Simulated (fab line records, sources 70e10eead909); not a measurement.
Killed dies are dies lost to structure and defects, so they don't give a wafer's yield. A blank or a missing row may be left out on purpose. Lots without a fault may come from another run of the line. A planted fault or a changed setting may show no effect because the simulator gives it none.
fab line records | flow nand_harc
record lots=12 wafers=36 last_day=34
route steps=1302 shown P_CONTACT@234 P_M0@258 END@1302
lots that met no fault: from a run of the same line without faults
start_h: hours from the record's first day to the start of the lot's first wafer shown | wait_h: hours since the lot's step before | " the same as in the row above | L1.1+2: a row that stands for several wafers | - no value, or no start given | * or withheld: withheld | < > ~ a bound
route shown NAME@n: a module of which the file shows steps, and the number in the route of the first | usual: mean/standard deviation of fault-free wafers | same: alike in all rows | chamber/n: place in a boat | sites: the reading at each site | _std_site: their standard deviation | _edge_site: outer sites' mean less inner sites' | radius_mm: how far each site lies from the wafer's centre | mask NAME#n: copy n | behind: the tool/chamber that last shaped the wafer | hold: why the lot was held/for how many hours/how that ended | device: the transistor (n, p or np) that didn't switch | end of line: the same wafers' tests at the end of the route | a step without rows: its recipe alone | killed: dies lost to structure and defects at the first sort, not the wafer's yield | map: a wafer's dies, x killed, . not, _ none there
set.NAME: the setting as run; set.NAME@STEP: as run at that earlier step | model.NAME: the simulator's own value behind a step, which no gauge read
steps of the route over a sample of lots; a table a step, a row a wafer
services: from which hour (start_h, from the record's first day; less than 0 if before it) a tool's chamber was out of use, for how many hours, and why
## steps
# step NHARC_P_CONTACT_INSPECT_14
# usual raw_defect_count=3.8/2.3
# columns lot.wafer tool chamber start_h wait_h raw_defect_count
L458.1 defect_inspect-01 - 128.79 0.0 5
L458.2 " - " " 9
L458.4 " - " " 9
L459.1 defect_inspect-02 - 141.08 0.0 4
L459.2 " - " " 2
L459.6 " - " " 3
L461.2 defect_inspect-02 - 160.46 0.0 3
L461.3 " - " " 10
L461.6 " - " " 6
L463.2 defect_inspect-01 - 179.92 0.0 1
L463.3 " - " " 3
L463.5 " - " " 3
L464.3 defect_inspect-02 - 193.83 0.0 2
L464.5 " - " " 4
L464.6 " - " " 2
L467.1 defect_inspect-01 - 219.40 0.0 4
L467.2 " - " " 2
L467.4 " - " " 2
L469.1 defect_inspect-01 - 247.74 0.0 3
L469.5 " - " " 2
L469.6 " - " " 8
L471.3 defect_inspect-02 - 261.64 0.0 8
L471.5 " - " " 3
L471.6 " - " " 3
L473.2 defect_inspect-01 - 283.58 0.0 3
L473.4 " - " " 4
L473.5 " - " " 7
L474.1 defect_inspect-01 - 284.21 0.0 3
L474.2 " - " " 5
L474.3 " - " " 3
L480.2 defect_inspect-02 - 355.41 0.0 4
L480.3 " - " " 4
L480.5 " - " " 2
L479.2 defect_inspect-02 - 356.21 0.0 5
L479.3 " - " " 2
L479.6 " - " " 0
# step NHARC_P_CONTACT_STRIP_28
# recipe o2_flow_sccm=500 ar_flow_sccm=0 bias_w=0 chemistry=O2
# usual drypump_motor_current_A=5.6/0.46 o2_flow_sccm=500.0/1.4 oes_product_au=1.002/0.01 rf_vpp_V=57.6/0.86 showerhead_plenum_p_Torr=3.53/0.15 throttle_valve_pct=17.037/0.009
# same bias_w=0
# columns lot.wafer tool chamber start_h wait_h drypump_motor_current_A o2_flow_sccm oes_product_au rf_hours_counter_h rf_vpp_V showerhead_plenum_p_Torr throttle_valve_pct
L458.2 rie_diel-09 0 129.90 0.1 5.9 503.1 0.998 4.5 58.6 3.37 17.030
L458.1 " 1 " " 6.2 500.1 0.988 4.5 55.9 3.58 17.039
L458.4 " 2 " " 6.2 498.2 1.002 4.5 57.7 3.42 17.046
L459.2 rie_diel-12 0 142.24 0.1 5.6 497.3 0.982 2.8 59.7 3.69 17.046
L459.1 " 3 " " 5.1 498.3 1.010 2.6 57.2 3.51 17.041
L459.6 " 1 " " 4.7 499.3 0.988 - 57.5 3.60 17.041
L461.2 rie_diel-09 3 161.46 0.1 5.5 500.4 1.027 0.1 57.1 3.30 17.034
L461.3 " 2 " " 6.1 502.5 0.995 0.1 57.8 3.42 17.056
L461.6 " 3 " " 5.5 499.5 1.012 - 56.7 3.30 17.035
L463.3 rie_diel-12 3 180.94 0.1 5.1 498.1 0.997 4.8 58.6 3.51 17.040
L463.2 " 1 " " 4.7 499.7 1.000 5.4 56.9 3.60 17.040
L463.5 " 2 " " 5.7 500.5 0.998 - 58.3 3.73 17.038
L464.3 rie_diel-09 3 194.85 0.1 5.5 497.9 1.015 1.0 56.9 3.30 17.042
L464.6 " 2 " " 6.1 501.2 1.006 - 58.8 3.42 17.035
L464.5 " 3 " " 5.5 501.2 1.018 - 57.2 3.30 17.047
L467.2 rie_diel-12 2 220.40 0.1 5.8 499.0 0.996 5.6 57.5 3.73 17.050
L467.1 " 3 " " 5.1 500.0 1.006 6.0 58.6 3.51 17.025
L467.4 " 0 " " 5.7 497.3 0.998 6.0 57.3 3.69 17.016
L469.1 rie_diel-09 0 248.74 0.1 5.9 497.3 1.020 2.3 56.8 3.37 17.041
L469.6 " 0 " " 5.9 498.8 1.012 - 55.4 3.37 17.044
L469.5 " 1 " " 6.2 501.3 1.015 - 57.6 3.58 17.036
L471.3 rie_diel-09 2 262.67 0.1 6.1 499.4 0.997 2.5 57.6 3.42 17.044
L471.5 " 0 " " 5.9 500.4 1.012 - 58.0 3.37 17.043
L471.6 " 1 " " 6.2 500.2 1.004 - 59.4 3.58 17.036
L473.4 rie_diel-12 3 284.59 0.1 5.2 500.9 0.991 0.4 57.3 3.50 17.042
L473.2 " 1 " " 4.7 502.2 0.996 0.6 55.7 3.59 17.036
L473.5 " 3 " " 5.2 499.8 0.980 - 57.4 3.50 17.041
L474.3 rie_diel-09 0 285.22 0.1 5.9 501.1 1.011 2.8 57.2 3.37 17.039
L474.1 " 2 " " 6.1 500.4 0.995 2.9 57.4 3.42 17.041
L474.2 " 3 " " 5.5 499.9 1.006 3.2 57.5 3.30 17.044
L480.2 rie_diel-13 2 356.42 0.1 5.7 501.7 0.994 0.0 57.4 3.33 17.030
L480.3 " 1 " " 5.4 500.9 1.002 0.0 57.2 3.79 17.033
L480.5 " 2 " " 5.7 500.3 1.004 - 56.9 3.33 17.026
L479.2 rie_diel-09 1 357.21 0.1 6.2 499.6 1.010 0.8 57.6 3.58 17.032
L479.3 " 0 " " 5.9 500.8 1.016 0.8 57.5 3.37 17.035
L479.6 " 2 " " 6.1 497.3 1.006 - 58.1 3.42 17.035
# step NHARC_P_CONTACT_PVD_32
# recipe target_thk_a=50 chamber_pressure_pa=5 power_w=5000 substrate_temp_c=200 time_s=17.7 material=Ti
# usual substrate_temp_c=200.01/0.17 throttle_valve_pct=29.9/0.95
# columns lot.wafer tool chamber start_h wait_h substrate_temp_c throttle_valve_pct
L458.1 pvd_sputter-03 - - - 199.90 28.9
L458.2 " - " " 200.13 31.4
L458.4 " - " " 200.04 28.2
L459.2 pvd_sputter-01 - - - 199.98 29.8
L459.1 " - " " 199.91 29.6
L459.6 " - " " 200.27 29.5
L461.2 pvd_sputter-03 - - - 199.91 29.0
L461.3 " - " " 200.05 28.1
L461.6 " - " " 200.05 28.9
L463.2 pvd_sputter-01 - - - 200.07 28.9
L463.3 " - " " 200.13 29.5
L463.5 " - " " 199.95 29.6
L464.3 pvd_sputter-01 - - - 199.98 31.4
L464.6 " - " " 199.90 29.6
L464.5 " - " " 200.40 28.7
L467.1 pvd_sputter-03 - - - 199.93 28.6
L467.2 " - " " 199.96 30.9
L467.4 " - " " 200.01 28.5
L469.1 pvd_sputter-01 - - - 199.96 30.2
L469.5 " - " " 200.10 29.0
L469.6 " - " " 200.17 30.5
L471.3 pvd_sputter-01 - - - 200.11 29.3
L471.6 " - " " 200.13 29.7
L471.5 " - " " 200.00 29.0
L473.4 pvd_sputter-01 - - - 199.86 30.0
L473.2 " - " " 199.98 30.7
L473.5 " - " " 200.03 29.6
L474.2 pvd_sputter-03 - - - 199.92 31.3
L474.3 " - " " 199.97 28.6
L474.1 " - " " 199.86 28.6
L480.3 pvd_sputter-02 - - - 200.16 31.2
L480.2 " - " " 199.68 29.1
L480.5 " - " " 199.92 31.2
L479.2 pvd_sputter-01 - - - 200.27 30.4
L479.3 " - " " 199.61 29.5
L479.6 " - " " 200.03 28.9
# step NHARC_P_M0_SOFTBAKE_04
# recipe temp_c=105 time_s=55
# usual chill_plate_temp_C=23.02/0.11 heater_power_total_W=188.45/0.13 plate_temp_C=105.01/0.12
# columns lot.wafer tool chamber start_h wait_h chill_plate_temp_C heater_power_total_W plate_temp_C
L458.1 litho_track-01 0 132 - 23.17 188.52 105.02
L458.2 " 0 " " 23.01 188.34 105.02
L458.4 " 0 " " 22.88 188.66 104.90
L459.1 litho_track-01 0 144 - 22.91 188.61 105.11
L459.2 " 0 " " 22.97 188.32 105.14
L459.6 " 0 " " 22.83 188.41 105.06
L461.2 litho_track-01 0 164 - 22.92 188.33 104.94
L461.3 " 0 " " 22.90 188.46 105.02
L461.6 " 0 " " 22.93 188.33 105.13
L463.2 litho_track-01 0 183 - 22.98 188.36 104.97
L463.3 " 0 " " 23.06 188.42 104.90
L463.5 " 0 " " 23.07 188.60 105.00
L464.3 litho_track-06 0 197 - 22.92 188.58 105.35
L464.5 " 0 " " 22.98 188.43 105.20
L464.6 " 0 " " 22.89 188.35 105.18
L467.1 litho_track-06 0 223 - 23.07 188.36 104.95
L467.2 " 0 " " 22.98 188.29 104.95
L467.4 " 0 " " 22.87 188.35 104.94
L469.1 litho_track-01 0 251 - 23.21 188.43 105.19
L469.5 " 0 " " 23.17 188.37 105.23
L469.6 " 0 " " 23.22 188.33 105.26
L471.3 litho_track-04 0 265 - 23.08 188.26 104.92
L471.5 " 0 " " 23.00 188.32 105.14
L471.6 " 0 " " 23.15 188.61 105.17
L473.2 litho_track-06 0 287 - 23.19 188.55 104.96
L473.4 " 0 " " 23.27 188.50 105.07
L473.5 " 0 " " 23.12 188.63 105.14
L474.1 litho_track-06 0 287 - 23.20 188.30 104.92
L474.2 " 0 " " 23.11 188.51 104.98
L474.3 " 0 " " 23.19 188.30 104.85
L480.2 litho_track-01 0 359 - 23.10 186.68 104.17
L480.3 " 0 " " 23.10 186.94 104.34
L480.5 " 0 " " 22.89 187.11 104.12
L479.2 litho_track-01 0 359 - 23.04 187.04 104.16
L479.3 " 0 " " 23.10 186.67 104.35
L479.6 " 0 " " 23.02 187.02 104.25
# step NHARC_END_SORT_01
# recipe temp_c=25
# usual defect_limited_yield=89.8/2.4 killed_at_array=64/16 killed_at_other=1.0/1.1 killed_at_periphery=3.5/2.3 killed_dies=69/17 killed_open=3.2/1.6 killed_short=2.4/1.6
# same gross_dies=677
# columns lot.wafer tool chamber start_h wait_h defect_limited_yield[%] killed_at_array killed_at_other killed_at_periphery killed_dies killed_open killed_short
L459.1 prober-02 0 575.75 2.5 92.5 46 1 4 51 2 5
L459.2 prober-02 0 576.55 2.8 93.8 40 1 1 42 2 2
L459.6 prober-02 0 579.76 4.0 93.6 40 1 2 43 0 3
L458.1 prober-01 0 575.84 2.5 87.3 77 1 8 86 5 3
L458.2 prober-01 0 576.64 2.8 83.8 100 2 8 110 3 3
L458.4 prober-01 0 578.24 3.4 86.3 88 0 5 93 2 2
L461.2 prober-01 0 591.50 2.8 86.0 87 2 6 95 2 3
L461.3 prober-01 0 592.30 3.1 90.1 50 5 12 67 4 2
L461.6 prober-01 0 594.71 4.0 88.9 74 0 1 75 1 3
L463.2 prober-01 0 621.88 2.8 89.1 71 1 2 74 5 1
L463.3 prober-01 0 622.69 3.1 88.8 74 0 2 76 6 2
L463.5 prober-01 0 624.31 3.7 88.2 78 0 2 80 4 3
L464.3 prober-02 0 639.35 3.1 92.5 50 0 1 51 4 0
L464.5 prober-02 0 640.96 3.7 92.0 51 0 3 54 2 4
L464.6 prober-02 0 641.76 4.0 90.5 62 0 2 64 2 3
L467.1 prober-02 0 664.10 2.5 90.4 59 2 4 65 5 1
L467.2 prober-02 0 664.90 2.8 90.8 54 2 6 62 6 2
L467.4 prober-02 0 666.50 3.4 90.1 64 1 2 67 1 0
L469.1 prober-01 0 699.19 2.5 93.1 44 2 1 47 2 1
L469.5 prober-01 0 702.41 3.7 91.0 57 1 3 61 7 2
L469.6 prober-01 0 703.21 4.0 91.7 51 1 4 56 3 1
L471.3 prober-02 0 708.60 3.1 91.6 47 1 9 57 3 2
L471.5 prober-02 0 710.18 3.7 92.9 40 0 8 48 4 3
L471.6 prober-02 0 710.97 4.0 91.4 48 0 10 58 5 4
L474.1 prober-01 0 711.31 2.5 84.9 96 1 5 102 6 2
L474.2 prober-01 0 712.10 2.8 84.5 101 0 4 105 2 0
L474.3 prober-01 0 712.89 3.1 84.9 98 1 3 102 2 0
L473.2 prober-02 0 725.19 2.8 89.8 61 0 8 69 4 4
L473.4 prober-02 0 726.81 3.4 88.2 78 1 1 80 3 4
L473.5 prober-02 0 727.62 3.7 90.0 60 0 8 68 1 3
L480.2 prober-02 0 795.59 2.8 91.6 54 0 3 57 6 6
L480.3 prober-02 0 796.38 3.1 91.1 56 0 4 60 5 3
L480.5 prober-02 0 797.94 3.6 92.9 45 0 3 48 6 1
L479.2 prober-02 0 811.42 2.8 87.0 84 0 4 88 3 1
L479.3 prober-02 0 812.22 3.1 91.7 55 1 0 56 2 1
L479.6 prober-02 0 814.62 4.0 89.4 69 1 2 72 0 4
# killed by level:class
L459.1 A_CHANNEL_HOLE_D2:chamber_film_flake=33 A_CONTACT:chamber_film_flake=4 A_STAIRCASE:chamber_film_flake=3 A_WL_FILL:geometric_particle:short=2 P_M0:geometric_particle:short=1 P_M1:geometric_particle:open=1 P_M1:geometric_particle:short=1 A_ONON_D1:geometric_particle:open=1
L458.1 A_CHANNEL_HOLE_D2:chamber_film_flake=29 A_SLIT:chamber_film_flake=22 A_CHANNEL_HOLE_D1:chamber_film_flake=19 P_GATE:chamber_film_flake=4 A_ONON_D2:geometric_particle:short=2 P_M0:chamber_film_flake=2 P_GATE:geometric_particle:open=1 P_M0:geometric_particle:open=1
L459.2 A_CHANNEL_HOLE_D2:chamber_film_flake=31 A_CHANNEL_HOLE_D1:chamber_film_flake=3 A_CONTACT:geometric_particle:open=2 A_STAIRCASE:chamber_film_flake=2 A_CHANNEL_FILL_D1:geometric_particle:short=1 A_CONTACT:geometric_particle:short=1 P_STI:chamber_film_flake=1 THIN_TSV:chamber_film_flake=1
L458.2 A_CHANNEL_HOLE_D1:chamber_film_flake=33 A_SLIT:chamber_film_flake=33 A_CHANNEL_HOLE_D2:chamber_film_flake=20 P_GATE:chamber_film_flake=5 A_STAIRCASE:chamber_film_flake=5 A_DECK1_JOINT:chamber_film_flake=3 THIN_TSV:chamber_film_flake=2 P_CONTACT:geometric_particle:open=1
L458.4 A_SLIT:chamber_film_flake=32 A_CHANNEL_HOLE_D1:chamber_film_flake=27 A_CHANNEL_HOLE_D2:chamber_film_flake=21 P_GATE:chamber_film_flake=5 A_DECK1_JOINT:chamber_film_flake=3 A_CHANNEL_HOLE_D1:geometric_particle:open=1 A_CHANNEL_HOLE_D1:geometric_particle:short=1 A_M0:geometric_particle:open=1
L459.6 A_CHANNEL_HOLE_D2:chamber_film_flake=25 A_STAIRCASE:chamber_film_flake=5 A_CHANNEL_FILL_D1:geometric_particle:short=2 A_ZERO_WELL:chamber_film_flake=2 A_CHANNEL_HOLE_D1:chamber_film_flake=2 A_CHANNEL_FILL_D1:chamber_film_flake=2 A_CONTACT:chamber_film_flake=2 P_CONTACT:geometric_particle:short=1
L461.2 A_CHANNEL_HOLE_D2:chamber_film_flake=41 A_CHANNEL_HOLE_D1:chamber_film_flake=37 A_CONTACT:chamber_film_flake=4 P_ZERO_WELL:chamber_film_flake=2 THIN_TSV:chamber_film_flake=2 P_STI:geometric_particle:short=1 P_CONTACT:geometric_particle:open=1 A_DECK1_JOINT:geometric_particle:short=1
L461.3 A_CHANNEL_HOLE_D2:chamber_film_flake=23 A_CHANNEL_HOLE_D1:chamber_film_flake=19 THIN_TSV:chamber_film_flake=5 P_ZERO_WELL:chamber_film_flake=4 P_CONTACT:chamber_film_flake=4 A_CONTACT:chamber_film_flake=3 P_STI:geometric_particle:open=1 P_M0:geometric_particle:open=1
L461.6 A_CHANNEL_HOLE_D1:chamber_film_flake=40 A_CHANNEL_HOLE_D2:chamber_film_flake=28 A_DECK1_JOINT:geometric_particle:short=1 A_CHANNEL_HOLE_D2:geometric_particle:short=1 A_SGD_CUT:geometric_particle:short=1 A_M0:geometric_particle:open=1 P_GATE:chamber_film_flake=1 A_STAIRCASE:chamber_film_flake=1
L463.2 A_CHANNEL_HOLE_D2:chamber_film_flake=30 A_SLIT:chamber_film_flake=24 A_STAIRCASE:chamber_film_flake=5 A_CHANNEL_HOLE_D1:chamber_film_flake=4 A_M0:geometric_particle:open=3 A_WL_FILL:chamber_film_flake=2 P_GATE:geometric_particle:open=1 P_CONTACT:geometric_particle:open=1
L463.3 A_CHANNEL_HOLE_D2:chamber_film_flake=34 A_SLIT:chamber_film_flake=24 A_M0:geometric_particle:open=2 A_STAIRCASE:chamber_film_flake=2 A_CHANNEL_HOLE_D1:chamber_film_flake=2 A_DECK1_JOINT:chamber_film_flake=2 P_M0:geometric_particle:open=1 P_M1:geometric_particle:open=1
L463.5 A_CHANNEL_HOLE_D2:chamber_film_flake=36 A_SLIT:chamber_film_flake=22 A_CHANNEL_HOLE_D1:chamber_film_flake=9 A_CONTACT:chamber_film_flake=2 P_M0:geometric_particle:open=1 P_M0:geometric_particle:short=1 A_ONON_D2:geometric_particle:open=1 A_CHANNEL_FILL_D2:geometric_particle:short=1
L464.3 A_CHANNEL_HOLE_D2:chamber_film_flake=33 A_STAIRCASE:chamber_film_flake=5 A_CONTACT:chamber_film_flake=4 A_CHANNEL_HOLE_D1:chamber_film_flake=3 P_CONTACT:geometric_particle:open=1 A_SOURCE_PLATE:geometric_particle:open=1 A_ONON_D1:geometric_particle:open=1 A_BLC:geometric_particle:open=1
L464.5 A_CHANNEL_HOLE_D2:chamber_film_flake=30 A_CHANNEL_HOLE_D1:chamber_film_flake=6 P_M2:chamber_film_flake=3 A_STAIRCASE:chamber_film_flake=3 A_ONON_D2:geometric_particle:short=2 A_SLIT:chamber_film_flake=2 A_CONTACT:chamber_film_flake=2 A_SOURCE_PLATE:geometric_particle:open=1
L464.6 A_CHANNEL_HOLE_D2:chamber_film_flake=37 A_STAIRCASE:chamber_film_flake=7 A_CHANNEL_HOLE_D1:chamber_film_flake=5 A_CONTACT:chamber_film_flake=4 A_ZERO_WELL:chamber_film_flake=2 A_SLIT:chamber_film_flake=2 P_CONTACT:geometric_particle:short=1 A_ONON_D1:geometric_particle:short=1
L467.1 A_CHANNEL_HOLE_D1:chamber_film_flake=33 A_CHANNEL_HOLE_D2:chamber_film_flake=18 P_GATE:chamber_film_flake=2 A_SLIT:chamber_film_flake=2 THIN_TSV:chamber_film_flake=2 P_M2:geometric_particle:open=1 A_DECK1_JOINT:geometric_particle:open=1 A_ONON_D2:geometric_particle:short=1
L467.2 A_CHANNEL_HOLE_D1:chamber_film_flake=32 A_CHANNEL_HOLE_D2:chamber_film_flake=15 A_SLIT:chamber_film_flake=2 THIN_TSV:chamber_film_flake=2 P_STI:geometric_particle:open=1 P_CONTACT:geometric_particle:open=1 P_M0:geometric_particle:short=1 P_M0:geometric_particle:open=1
L467.4 A_CHANNEL_HOLE_D1:chamber_film_flake=32 A_CHANNEL_HOLE_D2:chamber_film_flake=21 A_M1:chamber_film_flake=4 A_SLIT:chamber_film_flake=3 A_WL_FILL:chamber_film_flake=2 A_WL_FILL:geometric_particle:open=1 P_ZERO_WELL:chamber_film_flake=1 P_GATE:chamber_film_flake=1
L469.1 A_CHANNEL_HOLE_D2:chamber_film_flake=23 A_CHANNEL_HOLE_D1:chamber_film_flake=10 A_CONTACT:chamber_film_flake=6 A_SLIT:chamber_film_flake=2 THIN_TSV:chamber_film_flake=2 P_M0:geometric_particle:short=1 A_CHANNEL_HOLE_D2:geometric_particle:open=1 A_WL_FILL:geometric_particle:open=1
L469.5 A_CHANNEL_HOLE_D2:chamber_film_flake=29 A_CHANNEL_HOLE_D1:chamber_film_flake=7 A_CONTACT:chamber_film_flake=7 A_SLIT:chamber_film_flake=4 A_DECK1_JOINT:chamber_film_flake=3 A_ONON_D2:geometric_particle:open=2 P_CONTACT:geometric_particle:open=1 P_M1:geometric_particle:open=1
L469.6 A_CHANNEL_HOLE_D2:chamber_film_flake=22 A_CHANNEL_HOLE_D1:chamber_film_flake=13 A_SLIT:chamber_film_flake=4 A_STAIRCASE:chamber_film_flake=3 A_CONTACT:chamber_film_flake=3 A_ONON_D2:geometric_particle:open=2 P_ZERO_WELL:chamber_film_flake=2 P_GATE:chamber_film_flake=2
L471.3 A_CHANNEL_HOLE_D2:chamber_film_flake=20 A_CHANNEL_HOLE_D1:chamber_film_flake=13 A_SLIT:chamber_film_flake=6 P_M0:chamber_film_flake=4 P_BONDPAD:chamber_film_flake=2 A_STAIRCASE:chamber_film_flake=2 P_STI:geometric_particle:open=1 A_CHANNEL_HOLE_D1:geometric_particle:short=1
L471.5 A_CHANNEL_HOLE_D2:chamber_film_flake=18 A_CHANNEL_HOLE_D1:chamber_film_flake=9 A_STAIRCASE:chamber_film_flake=4 A_SLIT:chamber_film_flake=3 P_GATE:geometric_particle:open=2 P_M0:chamber_film_flake=2 P_BONDPAD:chamber_film_flake=2 A_ZERO_WELL:chamber_film_flake=2
L471.6 A_CHANNEL_HOLE_D2:chamber_film_flake=22 A_CHANNEL_HOLE_D1:chamber_film_flake=10 P_BONDPAD:chamber_film_flake=5 A_STAIRCASE:chamber_film_flake=4 A_WL_FILL:geometric_particle:open=3 P_M0:chamber_film_flake=3 A_SLIT:chamber_film_flake=2 A_CONTACT:chamber_film_flake=2
L474.1 A_SLIT:chamber_film_flake=39 A_CHANNEL_HOLE_D1:chamber_film_flake=32 A_CONTACT:chamber_film_flake=9 A_CHANNEL_HOLE_D2:chamber_film_flake=4 A_ZERO_WELL:chamber_film_flake=3 A_CHANNEL_FILL_D1:chamber_film_flake=2 A_STAIRCASE:chamber_film_flake=2 P_GATE:geometric_particle:short=1
L474.2 A_SLIT:chamber_film_flake=38 A_CHANNEL_HOLE_D1:chamber_film_flake=31 A_CONTACT:chamber_film_flake=17 A_CHANNEL_HOLE_D2:chamber_film_flake=7 P_M2:chamber_film_flake=3 A_ONON_D2:geometric_particle:open=2 A_CHANNEL_FILL_D1:chamber_film_flake=2 A_WL_FILL:chamber_film_flake=2
L474.3 A_CHANNEL_HOLE_D1:chamber_film_flake=36 A_SLIT:chamber_film_flake=34 A_CONTACT:chamber_film_flake=13 A_CHANNEL_FILL_D1:chamber_film_flake=4 A_CHANNEL_HOLE_D2:chamber_film_flake=4 P_M2:chamber_film_flake=3 A_CHANNEL_FILL_D2:chamber_film_flake=2 A_WL_FILL:chamber_film_flake=2
L473.2 A_SLIT:chamber_film_flake=25 A_CHANNEL_HOLE_D2:chamber_film_flake=12 A_CHANNEL_HOLE_D1:chamber_film_flake=6 A_CONTACT:chamber_film_flake=6 P_M0:geometric_particle:open=3 P_CONTACT:chamber_film_flake=3 A_ZERO_WELL:chamber_film_flake=3 A_BONDPAD:chamber_film_flake=3
L473.4 A_SLIT:chamber_film_flake=36 A_CHANNEL_HOLE_D2:chamber_film_flake=21 A_STAIRCASE:chamber_film_flake=6 A_CHANNEL_HOLE_D1:chamber_film_flake=4 A_CONTACT:chamber_film_flake=3 A_ONON_D2:geometric_particle:open=2 A_ONON_D2:geometric_particle:short=1 A_WL_FILL:geometric_particle:short=1
L473.5 A_SLIT:chamber_film_flake=21 A_CHANNEL_HOLE_D2:chamber_film_flake=20 A_CHANNEL_HOLE_D1:chamber_film_flake=8 P_CONTACT:chamber_film_flake=4 A_CHANNEL_FILL_D1:geometric_particle:short=3 P_STI:chamber_film_flake=3 A_CONTACT:chamber_film_flake=3 A_STAIRCASE:chamber_film_flake=2
L480.2 A_CHANNEL_HOLE_D2:chamber_film_flake=27 A_SLIT:chamber_film_flake=8 A_CONTACT:chamber_film_flake=3 A_ONON_D2:geometric_particle:short=2 A_CHANNEL_FILL_D2:geometric_particle:short=2 A_BLC:geometric_particle:open=2 A_M0:geometric_particle:open=2 P_BONDPAD:chamber_film_flake=2
L480.3 A_CHANNEL_HOLE_D2:chamber_film_flake=30 A_CONTACT:chamber_film_flake=6 A_SLIT:chamber_film_flake=6 A_CHANNEL_HOLE_D1:chamber_film_flake=5 A_CHANNEL_FILL_D2:geometric_particle:open=2 A_STAIRCASE:chamber_film_flake=2 P_STI:geometric_particle:short=1 P_GATE:geometric_particle:open=1
L480.5 A_CHANNEL_HOLE_D2:chamber_film_flake=32 A_CHANNEL_HOLE_D1:chamber_film_flake=2 A_STAIRCASE:chamber_film_flake=2 A_SLIT:chamber_film_flake=2 P_GATE:geometric_particle:open=1 P_CONTACT:geometric_particle:open=1 A_SOURCE_PLATE:geometric_particle:short=1 A_ONON_D1:geometric_particle:open=1
L479.2 A_CHANNEL_HOLE_D2:chamber_film_flake=30 A_CHANNEL_HOLE_D1:chamber_film_flake=27 A_SLIT:chamber_film_flake=8 A_CONTACT:chamber_film_flake=6 A_STAIRCASE:chamber_film_flake=5 A_WL_FILL:chamber_film_flake=4 P_ZERO_WELL:chamber_film_flake=2 P_M1:geometric_particle:open=1
L479.3 A_CHANNEL_HOLE_D2:chamber_film_flake=14 A_CHANNEL_HOLE_D1:chamber_film_flake=13 A_SLIT:chamber_film_flake=8 A_STAIRCASE:chamber_film_flake=6 A_WL_FILL:chamber_film_flake=5 A_CONTACT:chamber_film_flake=5 A_BLC:geometric_particle:short=1 A_BLC:geometric_particle:open=1
L479.6 A_CHANNEL_HOLE_D2:chamber_film_flake=28 A_SLIT:chamber_film_flake=12 A_STAIRCASE:chamber_film_flake=9 A_CHANNEL_HOLE_D1:chamber_film_flake=7 A_CONTACT:chamber_film_flake=5 A_CHANNEL_FILL_D2:chamber_film_flake=2 A_WL_FILL:chamber_film_flake=2 P_M1:geometric_particle:short=1
## services
# columns tool chamber start_h hours kind
rie_diel-13 2 126.40 2.8 repair
pvd_sputter-03 - 137.86 2.8 repair
rie_diel-12 2 138.24 9.5 repair
rie_diel-09 - 143.13 9.0 pm
litho_track-01 - 155.00 7.0 pm
rie_diel-13 - 165.00 9.0 pm
rie_diel-09 3 168.87 7.5 repair
rie_diel-12 0 172.67 4.4 repair
litho_track-06 - 179.00 7.0 pm
pvd_sputter-03 - 181.29 1.3 repair
rie_diel-13 0 185.63 3.0 repair
pvd_sputter-01 - 187.57 3.2 repair
litho_track-04 - 203.00 7.0 pm
rie_diel-12 0 207.20 2.0 repair
pvd_sputter-01 - 226.00 10.0 pm
rie_diel-09 2 262.99 5.5 repair
rie_diel-09 0 264.14 5.4 repair
rie_diel-12 - 268.40 9.0 pm
pvd_sputter-01 - 297.65 1.4 repair
rie_diel-09 3 303.11 1.3 repair
rie_diel-09 - 320.13 9.0 pm
litho_track-01 - 330.00 7.0 pm
pvd_sputter-03 - 348.04 10.0 pm
litho_track-06 - 354.00 7.0 pm
## key
first_sign step=NHARC_P_M0_SOFTBAKE_04 reading=heater_power_total_W direction=down sigmas=12 usual=* struck=*
effect step=NHARC_P_M0_SOFTBAKE_04 reading=plate_temp_C direction=down sigmas=6.2 usual=* struck=*
met_at NHARC_P_M0_SOFTBAKE_04
struck_lots L479,L480
not_acting_at NHARC_P_CONTACT_INSPECT_14,NHARC_P_CONTACT_STRIP_28,NHARC_P_CONTACT_PVD_32
onset_between 251 359
fault kind=process_parameter_drift tool=litho_track-01 chamber=- onset_h=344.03 steps=NHARC_P_M0_SOFTBAKE_04 channel=temp_c offset=* shape=step end_h=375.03 acts_in=* stated=*
